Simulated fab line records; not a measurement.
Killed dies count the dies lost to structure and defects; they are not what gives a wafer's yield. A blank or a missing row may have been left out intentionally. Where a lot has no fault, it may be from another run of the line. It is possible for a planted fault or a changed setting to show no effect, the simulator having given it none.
Chamber matching + flow nandHarc + NHARC_A_M1_ETCH_35 on rieDiel-11: 4 sister chambers
The step etches the open film in N2/H2, target depth 40 nm, overetch 12 nm, time 43.94 s. 18 wafers are shown with their chamber, then 9 later ones without.

== EACH WAFER AND ITS CHAMBER ==
| wafer  | chamber | showerheadPlenumPTorr (Torr) | drypumpMotorCurrentA (A) | throttleValvePct (%) |
|--------|---------|------------------------------|--------------------------|----------------------|
| L074.2 | 3       | 2.01                         | 5.5                      | 14.195               |
| L074.3 | 2       | 1.92                         | 5.4                      | 14.174               |
| L074.6 | 2       | 1.92                         | 5.4                      | 14.173               |
| L076.2 | 2       | 1.92                         | 5.4                      | 14.169               |
| L076.5 | 3       | 2.01                         | 5.4                      | 14.172               |
| L076.6 | 2       | 1.92                         | 5.4                      | 14.181               |
| L078.1 | 0       | 1.93                         | 5.9                      | 14.158               |
| L078.2 | 1       | 1.94                         | 6.1                      | 14.170               |
| L078.4 | 2       | 1.92                         | 5.4                      | 14.186               |
| L087.2 | 1       | 1.94                         | 6.1                      | 14.167               |
| L087.3 | 3       | 2.01                         | 5.4                      | 14.184               |
| L087.4 | 0       | 1.93                         | 5.8                      | 14.150               |
| L088.2 | 2       | 1.92                         | 5.4                      | 14.170               |
| L088.4 | 1       | 1.94                         | 6.1                      | 14.169               |
| L088.5 | 2       | 1.92                         | 5.4                      | 14.165               |
| L091.2 | 0       | 1.92                         | 5.9                      | 14.176               |
| L091.3 | 2       | 1.92                         | 5.4                      | 14.169               |
| L091.4 | 2       | 1.92                         | 5.4                      | 14.188               |

SIGNATURES, as means of the wafers listed above
| reading               | chamber 0 | chamber 1 | chamber 2 | chamber 3 | scatter within a chamber |
|-----------------------|-----------|-----------|-----------|-----------|--------------------------|
| showerheadPlenumPTorr | 1.9267    | 1.9400    | 1.9200    | 2.0100    | 0.00218                  |
| drypumpMotorCurrentA  | 5.867     | 6.100     | 5.400     | 5.433     | 0.0309                   |
| throttleValvePct      | 14.16133  | 14.16867  | 14.17500  | 14.18367  | 0.00907                  |
Rule: a wafer's distance from a chamber is the root of the sum, over the readings, of the square of ((its reading less the chamber's mean) divided by the reading's scatter). If the next closest chamber is less than 2 further off than the closest, the wafer can't be placed; otherwise it belongs to the closest. The scatter: take each reading less its chamber's mean, square it, sum over the shown wafers, divide by the number of wafers less the number of chambers, and take the root.

== WAFERS WITHOUT THEIR CHAMBER ==
| wafer  | showerheadPlenumPTorr (Torr) | drypumpMotorCurrentA (A) | throttleValvePct (%) |
|--------|------------------------------|--------------------------|----------------------|
| L090.1 | 1.94                         | 6.1                      | 14.165               |
| L090.2 | 1.92                         | 5.4                      | 14.190               |
| L090.3 | 2.01                         | 5.5                      | 14.189               |
| L095.1 | 1.92                         | 5.8                      | 14.161               |
| L095.2 | 1.94                         | 6.1                      | 14.181               |
| L095.4 | 1.92                         | 5.4                      | 14.180               |
| L094.2 | 1.94                         | 6.1                      | 14.157               |
| L094.4 | 2.01                         | 5.5                      | 14.162               |
| L094.5 | 2.01                         | 5.5                      | 14.188               |

== WHICH CHAMBER EACH WENT THROUGH ==
| wafer  | from the rows above | in truth |
|--------|---------------------|----------|
| L090.1 | 1                   | 1        |
| L090.2 | 2                   | 2        |
| L090.3 | 3                   | 3        |
| L095.1 | 0                   | 0        |
| L095.2 | 1                   | 1        |
| L095.4 | 2                   | 2        |
| L094.2 | 1                   | 1        |
| L094.4 | 3                   | 3        |
| L094.5 | 3                   | 3        |
Correct placement for 9 of the 9. From these rows, 0 cannot be placed. 0 placed wrongly.
